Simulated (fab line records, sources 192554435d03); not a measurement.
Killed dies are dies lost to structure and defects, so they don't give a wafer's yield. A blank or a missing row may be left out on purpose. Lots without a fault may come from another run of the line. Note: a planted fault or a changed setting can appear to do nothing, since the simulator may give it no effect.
Matching of chambers ; flow n5Finfet ; rieDiel-04 running N5_BEOL_M0_TRENCH_ETCH_107: 4 sister chambers
The step etches SiOC in C4F6/O2, target depth 32.8 nm, time 16.4 s. 4 wafers are shown with their chamber, then 7 later ones without.

== WAFERS WITH THEIR CHAMBER ==
wafer;chamber;showerheadPlenumPTorr (Torr)
L077.5;3;2.68
L083.2;1;2.99
L085.1;0;3.01
L085.3;2;2.82

== WAFERS WITHOUT THEIR CHAMBER ==
wafer;showerheadPlenumPTorr (Torr)
L085.4;3.02
L091.1;3.01
L091.4;3.00
L091.6;3.01
L096.1;2.99
L096.4;2.97
L096.5;2.82

== WHICH CHAMBER EACH WENT THROUGH ==
wafer;from the rows above;in truth
L085.4;0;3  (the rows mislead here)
L091.1;0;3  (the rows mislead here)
L091.4;can't be placed: 0 or 1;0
L091.6;0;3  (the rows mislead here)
L096.1;1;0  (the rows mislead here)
L096.4;1;1
L096.5;2;2
Correct placement for 2 of the 7. From these rows, 1 cannot be placed; in 1 the true chamber is one of the candidates. 4 placed wrongly.
How it was worked out, from the rows above alone: a wafer's distance from a chamber is the root of the sum, over the readings, of the square of ((its reading less the chamber's mean) divided by the reading's scatter). The wafer belongs to the nearest chamber; if the next one is less than 2 further off, it can't be placed. The mean given for a chamber averages the wafers shown for that chamber. The scatter: with one shown wafer a chamber, the root of the mean of the squares of how far each hidden wafer lies from its nearest shown one.
